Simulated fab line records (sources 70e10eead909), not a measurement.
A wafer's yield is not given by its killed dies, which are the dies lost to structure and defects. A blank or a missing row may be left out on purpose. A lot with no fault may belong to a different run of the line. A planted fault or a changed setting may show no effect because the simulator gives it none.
Chamber matching || flow nandHarc || pecvd-02 running NHARC_P_M1_PRE_CLEAN_32: 3 sister chambers
The step time 12 s. 14 wafers are shown with their chamber, then 7 later ones without.

== WAFERS, EACH WITH ITS CHAMBER ==
{"wafer": "L297.2", "chamber": 1, "heaterPowerOuterW (W)": 484, "heaterPowerW (W)": 816}
{"wafer": "L297.5", "chamber": 2, "heaterPowerOuterW (W)": 408, "heaterPowerW (W)": 649}
{"wafer": "L297.6", "chamber": 0, "heaterPowerOuterW (W)": 474, "heaterPowerW (W)": 731}
{"wafer": "L298.1", "chamber": 1, "heaterPowerOuterW (W)": 504, "heaterPowerW (W)": 824}
{"wafer": "L298.2", "chamber": 2, "heaterPowerOuterW (W)": 378, "heaterPowerW (W)": 631}
{"wafer": "L298.6", "chamber": 2, "heaterPowerOuterW (W)": 390, "heaterPowerW (W)": 627}
{"wafer": "L299.2", "chamber": 1, "heaterPowerOuterW (W)": 516, "heaterPowerW (W)": 843}
{"wafer": "L299.3", "chamber": 0, "heaterPowerOuterW (W)": 475, "heaterPowerW (W)": 724}
{"wafer": "L299.4", "chamber": 1, "heaterPowerOuterW (W)": 521, "heaterPowerW (W)": 802}
{"wafer": "L308.3", "chamber": 1, "heaterPowerOuterW (W)": 457, "heaterPowerW (W)": 725}
{"wafer": "L308.5", "chamber": 1, "heaterPowerOuterW (W)": 455, "heaterPowerW (W)": 720}
{"wafer": "L308.6", "chamber": 2, "heaterPowerOuterW (W)": 407, "heaterPowerW (W)": 678}
{"wafer": "L312.1", "chamber": 0, "heaterPowerOuterW (W)": 464, "heaterPowerW (W)": 722}
{"wafer": "L312.5", "chamber": 1, "heaterPowerOuterW (W)": 497, "heaterPowerW (W)": 774}

SIGNATURES (averages over the wafers above)
{"reading": "heaterPowerOuterW", "chamber 0": 471.00, "chamber 1": 490.57, "chamber 2": 395.75, "scatter within a chamber": 21.2}
{"reading": "heaterPowerW", "chamber 0": 725.67, "chamber 1": 786.29, "chamber 2": 646.25, "scatter within a chamber": 37.8}
Rule: a wafer's distance from a chamber is the root of the sum, over the readings, of the square of ((its reading less the chamber's mean) divided by the reading's scatter). The wafer belongs to the nearest chamber; if the next one is less than 2 further off, it can't be placed. The scatter: the root of (the sum of the squares of (reading less its chamber's mean) over the shown wafers, divided by (wafers less chambers)).

== WAFERS WITHOUT THEIR CHAMBER ==
{"wafer": "L312.6", "heaterPowerOuterW (W)": 386, "heaterPowerW (W)": 634}
{"wafer": "L313.2", "heaterPowerOuterW (W)": 383, "heaterPowerW (W)": 628}
{"wafer": "L313.5", "heaterPowerOuterW (W)": 388, "heaterPowerW (W)": 628}
{"wafer": "L313.6", "heaterPowerOuterW (W)": 475, "heaterPowerW (W)": 731}
{"wafer": "L314.1", "heaterPowerOuterW (W)": 352, "heaterPowerW (W)": 590}
{"wafer": "L314.2", "heaterPowerOuterW (W)": 436, "heaterPowerW (W)": 696}
{"wafer": "L314.4", "heaterPowerOuterW (W)": 420, "heaterPowerW (W)": 674}

== CHAMBER TAKEN BY EACH ==
{"wafer": "L312.6", "from the rows above": 2, "in truth": 2}
{"wafer": "L313.2", "from the rows above": 2, "in truth": 2}
{"wafer": "L313.5", "from the rows above": 2, "in truth": 2}
{"wafer": "L313.6", "from the rows above": "can't be placed: 0 or 1", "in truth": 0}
{"wafer": "L314.1", "from the rows above": 2, "in truth": 2}
{"wafer": "L314.2", "from the rows above": "can't be placed: 0 or 2 or 1", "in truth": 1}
{"wafer": "L314.4", "from the rows above": "can't be placed: 2 or 0", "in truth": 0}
Correct placement for 4 of the 7. Cannot be placed on the basis of these rows: 3; the candidates contain the true chamber in 3. 0 placed wrongly.
